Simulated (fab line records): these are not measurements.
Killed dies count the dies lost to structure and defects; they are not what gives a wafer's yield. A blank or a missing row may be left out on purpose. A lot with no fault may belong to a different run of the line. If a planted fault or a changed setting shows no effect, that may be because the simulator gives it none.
3 desks, one fault -- flow nandHarc -- each desk holds nothing but its own numbers, with what lay behind them at the end

## THE METROLOGY DESK
Lot by lot, what the gauges showed, no matter which tool ran the lot: averages of those sampled wafers that carry a number. The brackets show how far a lot's mean lies from the usual mean; more than 4 standard deviations puts the lot out of limits, marked OUT.
Columns: A = cdNm at NHARC_A_SLIT_CD_MEAS_09, usual 300.0 nm; B = overlayXNm at NHARC_A_SLIT_OVL_MEAS_10, usual 0.3 nm; C = overlayYNm at NHARC_A_SLIT_OVL_MEAS_10, usual 0.1 nm
lot,first seen here,A,B,C
L423,day 14 18:40,300.5,1.9,-1.3
L426,day 15 07:04,300.2,1.0,0.6
L430,day 16 00:17,300.1,0.9,0.1
L433,day 16 15:18,299.7,1.1,-0.1
L434,day 17 10:56,300.0,-0.3,-0.6
L438,day 17 19:13,300.8,0.9,1.1
L441,day 18 15:41,299.4,0.5,-0.1
This desk found nothing out of limits on any of the 7 lots.

## THE DEFECT DESK
What the inspections along the route counted, lot by lot: means of the sampled wafers that have a number. The brackets show how far a lot's mean lies from the usual mean; more than 4 standard deviations puts the lot out of limits, marked OUT.
Columns: A = rawDefectCount at NHARC_A_SLIT_INSPECT_11, usual 22
lot,first seen here,A
L423,day 14 18:47,26
L426,day 15 07:11,21
L430,day 16 00:25,10
L433,day 16 15:25,17
L434,day 17 11:04,16
L438,day 17 19:20,35
L441,day 18 15:49,15
This desk found nothing out of limits on any of the 7 lots.

## DESK OF THE TOOL OWNER: harEtch-02
The tool's own readings at NHARC_A_SLIT_ETCH_17 (etches the open film in C4F8/O2/Ar, time 1687.5 s, target depth 10100 nm): means of the sampled wafers that have a number, for each lot that ran on this tool. The brackets show how far a lot's mean lies from the usual mean; more than 4 standard deviations puts the lot out of limits, marked OUT.
Columns: A = drypumpMotorCurrentA at NHARC_A_SLIT_ETCH_17, usual 6.0 A; B = showerheadPlenumPTorr at NHARC_A_SLIT_ETCH_17, usual 3.69 Torr; C = throttleValvePct at NHARC_A_SLIT_ETCH_17, usual 32.045 %
lot,first seen here,A,B,C
L423,day 14 22:38,6.2,3.77,32.046
L433,day 16 18:49,6.2,3.75,32.054
L434,day 17 13:17,6.1,3.67,32.045
L438,day 17 21:08,6.1,3.66,32.037
L441,day 18 16:39,6.2,3.71,32.043
This desk found nothing out of limits on any of the 5 lots.

## ALL TOGETHER
Metrology desk: nothing out of limits seen.
Nothing out of limits was seen by the defect desk.
Nothing out of limits was seen by the tool owner's desk.

## WHAT THE SIMULATOR HAD INSERTED
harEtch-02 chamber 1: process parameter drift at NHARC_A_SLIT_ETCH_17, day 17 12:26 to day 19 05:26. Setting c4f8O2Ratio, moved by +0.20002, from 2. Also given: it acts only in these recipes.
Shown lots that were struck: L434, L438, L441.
